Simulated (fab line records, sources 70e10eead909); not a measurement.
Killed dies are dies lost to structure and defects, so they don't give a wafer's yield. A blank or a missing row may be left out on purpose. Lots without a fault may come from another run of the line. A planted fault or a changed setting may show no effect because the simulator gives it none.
fab line records | flow nand_harc | part 2 of 2: steps 28 to 33 of 33
record lots=5 wafers=15 last_day=30
route steps=1302 shown A_ONON_D1@440 A_CHANNEL_HOLE_D1@450
lots that met no fault: from a run of the same line without faults
start_h: hours from the record's first day to the start of the lot's first wafer shown | wait_h: hours since the lot's step before | " the same as in the row above | L1.1+2: a row that stands for several wafers | - no value, or no start given | * or withheld: withheld | < > ~ a bound
route shown NAME@n: a module of which the file shows steps, and the number in the route of the first | usual: mean/standard deviation of fault-free wafers | same: alike in all rows | chamber/n: place in a boat | sites: the reading at each site | _std_site: their standard deviation | _edge_site: outer sites' mean less inner sites' | radius_mm: how far each site lies from the wafer's centre | mask NAME#n: copy n | behind: the tool/chamber that last shaped the wafer | hold: why the lot was held/for how many hours/how that ended | device: the transistor (n, p or np) that didn't switch | end of line: the same wafers' tests at the end of the route | a step without rows: its recipe alone | killed: dies lost to structure and defects at the first sort, not the wafer's yield | map: a wafer's dies, x killed, . not, _ none there
set.NAME: the setting as run; set.NAME@STEP: as run at that earlier step | model.NAME: the simulator's own value behind a step, which no gauge read
lots at some steps of the route; a table a step, a row a wafer
services: from which hour (start_h, from the record's first day; less than 0 if before it) a tool's chamber was out of use, for how many hours, and why
## steps
# step NHARC_A_CHANNEL_HOLE_D1_ETCH_34
# recipe target_depth_a=1540 time_s=77 cf4_flow_sccm=100 chf3_flow_sccm=30 ar_flow_sccm=0 rf_w=500 bias_w=200 chemistry=CF4/CHF3
# usual cf4_flow_sccm=100.0/0.34 drypump_motor_current_A=5.7/0.34 oes_product_au=0.946/0.022 rf_vpp_V=372.3/1.7 showerhead_plenum_p_Torr=1.63/0.041 throttle_valve_pct=16.802/0.0097
# columns lot.wafer tool chamber start_h wait_h cf4_flow_sccm drypump_motor_current_A oes_product_au rf_hours_counter_h rf_vpp_V showerhead_plenum_p_Torr throttle_valve_pct
L075.3 rie_diel-08 2 - - 100.4 5.6 0.928 51 370.1 1.60 16.800
L075.1 " 0 " " 99.7 6.2 0.925 53 370.7 1.61 16.804
L075.6 " 2 " " 99.5 5.6 0.934 - 373.2 1.60 16.799
L077.1 rie_diel-11 0 - - 100.7 5.5 0.967 11 370.7 1.58 16.814
L077.4 " 3 " " 99.6 5.9 0.976 11 373.2 1.65 16.794
L077.6 " 0 " " 100.1 5.5 0.967 - 371.0 1.58 16.811
L082.1 rie_diel-07 3 - - 100.8 4.9 0.920 45 373.4 1.64 16.791
L082.2 " 0 " " 100.0 6.3 0.911 47 368.1 1.52 16.808
L082.6 " 3 " " 100.5 4.9 0.918 - 371.2 1.64 16.817
L085.3 rie_diel-11 2 - - 100.6 5.2 0.989 2 372.5 1.64 16.783
L085.1 " 0 " " 100.5 5.5 0.969 2 371.9 1.58 16.799
L085.2 " 1 " " 100.2 6.0 0.978 2 372.9 1.65 16.803
L088.3 rie_diel-08 3 - - 99.7 5.8 0.973 24 375.0 1.69 16.799
L088.2 " 1 " " 99.9 5.9 0.975 37 374.3 1.69 16.806
L088.6 " 2 " " 99.8 5.6 0.965 - 369.4 1.59 16.779
# step NHARC_A_CHANNEL_HOLE_D1_ETCH_16
# recipe target_depth_a=31000 over_etch_frac=0.3 time_s=806 ion_energy_ev=150 o2_flow_sccm=400 cos_flow_sccm=20 ar_flow_sccm=0 rf_w=500 bias_w=300 chemistry=O2/COS
# usual drypump_motor_current_A=5.7/0.33 o2_flow_sccm=400.2/1.1 oes_product_au=1.003/0.0084 rf_vpp_V=315.7/1.4 showerhead_plenum_p_Torr=3.23/0.085 throttle_valve_pct=28.331/0.0086
# same over_etch_frac=0.3
# columns lot.wafer tool chamber start_h wait_h drypump_motor_current_A o2_flow_sccm oes_product_au rf_hours_counter_h rf_vpp_V showerhead_plenum_p_Torr throttle_valve_pct
L075.3 rie_diel-08 1 - - 5.9 399.1 0.996 57 311.4 2.90 28.335
L075.1 " 3 " " 5.8 402.0 0.997 53 310.3 2.89 28.331
L075.6 " 1 " " 5.9 400.6 0.981 - 311.5 2.90 28.322
L077.1 rie_diel-11 2 - - 5.2 399.6 1.001 10 317.5 3.26 28.320
L077.4 " 3 " " 6.0 403.0 1.014 11 317.2 3.28 28.320
L077.6 " 2 " " 5.2 400.4 1.013 - 317.2 3.26 28.333
L082.1 rie_diel-07 2 - - 6.2 399.9 1.001 47 316.6 3.27 28.333
L082.2 " 3 " " 4.9 401.1 0.995 45 315.1 3.25 28.337
L082.6 " 0 " " 6.4 399.0 0.985 - 313.1 3.01 28.335
L085.2 rie_diel-11 3 - - 6.0 402.3 1.003 2 316.1 3.28 28.341
L085.3 " 0 " " 5.5 401.2 1.012 2 315.2 3.14 28.319
L085.1 " 2 " " 5.2 401.2 1.019 2 316.8 3.26 28.327
L088.3 rie_diel-08 2 - - 5.6 400.0 1.007 36 314.6 3.15 28.328
L088.2 " 0 " " 6.2 399.4 1.015 37 316.6 3.17 28.327
L088.6 " 2 " " 5.6 399.6 0.993 - 315.2 3.15 28.316
# step NHARC_A_CHANNEL_HOLE_D1_CD_MEAS_18
# usual cd_nm=99.8/2.4
# columns lot.wafer tool chamber start_h wait_h cd_nm
L075.1 cd_sem-01 - 181.67 - 99.9
L075.3 " - " " 99.8
L075.6 " - " " 101.2
L077.1 cd_sem-02 - 209.41 - 96.7
L077.4 " - " " 95.1
L077.6 " - " " 102.9
L082.1 cd_sem-03 - 262.89 - 98.3
L082.2 " - " " 95.3
L082.6 " - " " 99.7
L085.1 cd_sem-03 - 283.41 - 101.4
L085.2 " - " " 100.6
L085.3 " - " " 102.9
L088.2 cd_sem-03 - 329.63 - 98.5
L088.3 " - " " 100.3
L088.6 " - " " 103.8
# step NHARC_A_CHANNEL_HOLE_D1_ETCH_19
# recipe bias_v=1200 source_w=2500 pressure_mtorr=15 time_s=34.5 ar_flow_sccm=375 c4f8_flow_sccm=28.8 o2_flow_sccm=96.2 temp_c=-20 target_depth_a=* chemistry=C4F8/O2/Ar
# usual drypump_motor_current_A=5.5/0.42 o2_flow_sccm=96.16/0.3 showerhead_plenum_p_Torr=3.69/0.09 throttle_valve_pct=37.037/0.0091
# columns lot.wafer tool chamber start_h wait_h drypump_motor_current_A o2_flow_sccm rf_hours_counter_h showerhead_plenum_p_Torr throttle_valve_pct
L075.1 har_etch-01 0 182.43 0.8 4.8 96.15 91 3.78 37.037
L075.3 " 1 " " 6.1 96.13 - 3.66 37.053
L075.6 " 0 " " 4.8 95.99 - 3.78 37.033
L077.1 har_etch-01 1 211.82 2.4 6.1 95.95 110 3.65 37.039
L077.4 " 0 " " 4.8 95.99 - 3.77 37.029
L077.6 " 0 " " 4.8 95.66 - 3.77 37.041
L082.2 har_etch-01 1 263.37 0.5 6.0 96.18 137 3.64 37.026
L082.1 " 0 " " 4.8 96.65 137 3.75 37.040
L082.6 " 1 " " 6.0 96.47 - 3.64 37.032
L085.2 har_etch-01 0 284.07 0.6 4.8 96.14 152 3.74 37.040
L085.1 " 1 " " 6.0 96.04 152 3.63 37.045
L085.3 " 0 " " 4.8 96.34 - 3.74 37.037
L088.2 har_etch-01 0 329.72 0.1 4.8 96.18 175 3.73 37.030
L088.3 " 1 " " 6.0 96.21 - 3.62 37.024
L088.6 " 0 " " 4.8 96.23 - 3.73 37.039
# step NHARC_A_CHANNEL_HOLE_D1_ETCH_20
# recipe bias_v=3000 source_w=withheld pressure_mtorr=20 time_s=361.9 ar_flow_sccm=375 c4f8_flow_sccm=89.3 o2_flow_sccm=35.7 temp_c=-20 target_depth_a=16000 chemistry=C4F8/O2/Ar
# usual drypump_motor_current_A=5.5/0.42 o2_flow_sccm=35.69/0.09 showerhead_plenum_p_Torr=3.65/0.086 throttle_valve_pct=32.157/0.008
# columns lot.wafer tool chamber start_h wait_h drypump_motor_current_A o2_flow_sccm rf_hours_counter_h showerhead_plenum_p_Torr throttle_valve_pct
L075.1 har_etch-01 0 182.54 0.1 4.8 35.62 91 3.73 32.152
L075.3 " 1 " " 6.0 35.79 - 3.62 32.148
L075.6 " 0 " " 4.8 35.62 - 3.73 32.146
L077.1 har_etch-01 1 211.93 0.1 6.0 35.62 110 3.61 32.156
L077.4 " 0 " " 4.8 35.69 - 3.72 32.150
L077.6 " 0 " " 4.8 35.87 - 3.72 32.166
L082.2 har_etch-01 1 263.48 0.1 6.1 35.70 137 3.60 32.165
L082.1 " 0 " " 4.8 35.66 137 3.71 32.162
L082.6 " 1 " " 6.0 35.70 - 3.60 32.144
L085.2 har_etch-01 0 284.18 0.1 4.8 35.56 152 3.70 32.168
L085.1 " 1 " " 6.0 35.78 152 3.59 32.169
L085.3 " 0 " " 4.8 35.53 - 3.70 32.162
L088.2 har_etch-01 0 329.87 0.1 4.8 35.74 175 3.69 32.157
L088.3 " 1 " " 6.0 35.74 - 3.58 32.154
L088.6 " 0 " " 4.8 35.67 - 3.69 32.152
# step NHARC_A_CHANNEL_HOLE_D1_ETCH_21
# recipe bias_v=3000 source_w=withheld pressure_mtorr=20 time_s=514.3 ar_flow_sccm=375 c4f8_flow_sccm=89.3 o2_flow_sccm=35.7 temp_c=-20 target_depth_a=16000 chemistry=C4F8/O2/Ar
# usual drypump_motor_current_A=5.5/0.43 o2_flow_sccm=35.69/0.1 showerhead_plenum_p_Torr=3.65/0.086 throttle_valve_pct=32.156/0.0085
# columns lot.wafer tool chamber start_h wait_h drypump_motor_current_A o2_flow_sccm rf_hours_counter_h showerhead_plenum_p_Torr throttle_valve_pct
L075.1 har_etch-01 0 182.85 0.3 4.8 35.73 92 3.73 32.159
L075.3 " 1 " " 6.1 35.70 - 3.62 32.152
L075.6 " 0 " " 4.8 35.72 - 3.73 32.145
L077.1 har_etch-01 1 212.24 0.3 6.1 35.77 111 3.61 32.156
L077.4 " 0 " " 4.8 35.72 - 3.72 32.163
L077.6 " 0 " " 4.8 35.79 - 3.72 32.153
L082.2 har_etch-01 1 263.80 0.3 6.0 35.75 137 3.60 32.154
L082.1 " 0 " " 4.8 35.92 137 3.71 32.163
L082.6 " 1 " " 6.0 35.85 - 3.60 32.146
L085.2 har_etch-01 0 284.49 0.3 4.8 35.84 152 3.70 32.152
L085.1 " 1 " " 6.0 35.75 152 3.59 32.162
L085.3 " 0 " " 4.8 35.71 - 3.70 32.138
L088.2 har_etch-01 0 330.20 0.3 4.8 35.53 175 3.69 32.162
L088.3 " 1 " " 6.1 35.65 - 3.58 32.145
L088.6 " 0 " " 4.8 35.49 - 3.69 32.164
## services
# columns tool chamber start_h hours kind
litho_track-01 - 155.00 7.0 pm
pecvd-02 - 160.07 1.4 repair
rie_diel-11 0 163.10 4.2 repair
rie_diel-11 2 170.81 4.5 repair
litho_track-06 - 179.00 7.0 pm
arfi_scanner-03 - 182.88 0.5 repair
pecvd_onon-02 - 185.00 13.0 pm
rie_diel-08 - 190.95 9.0 pm
arfi_scanner-03 - 196.00 4.0 pm
litho_track-04 - 203.00 7.0 pm
rie_diel-08 3 215.73 8.8 repair
pecvd-02 - 227.47 13.0 pm
rie_diel-07 3 232.36 14.8 repair
rie_diel-11 - 255.50 9.0 pm
pecvd_onon-01 - 269.00 13.0 pm
rie_diel-07 0 277.15 2.7 repair
rie_diel-07 2 278.56 3.8 repair
rie_diel-07 - 283.07 2.8 repair
pecvd-02 1 288.40 9.3 repair
rie_diel-07 - 296.84 9.0 pm
rie_diel-08 3 307.84 15.6 repair
pecvd_onon-04 - 311.62 13.0 pm
rie_diel-07 - 324.89 12.4 repair
litho_track-01 - 330.00 7.0 pm
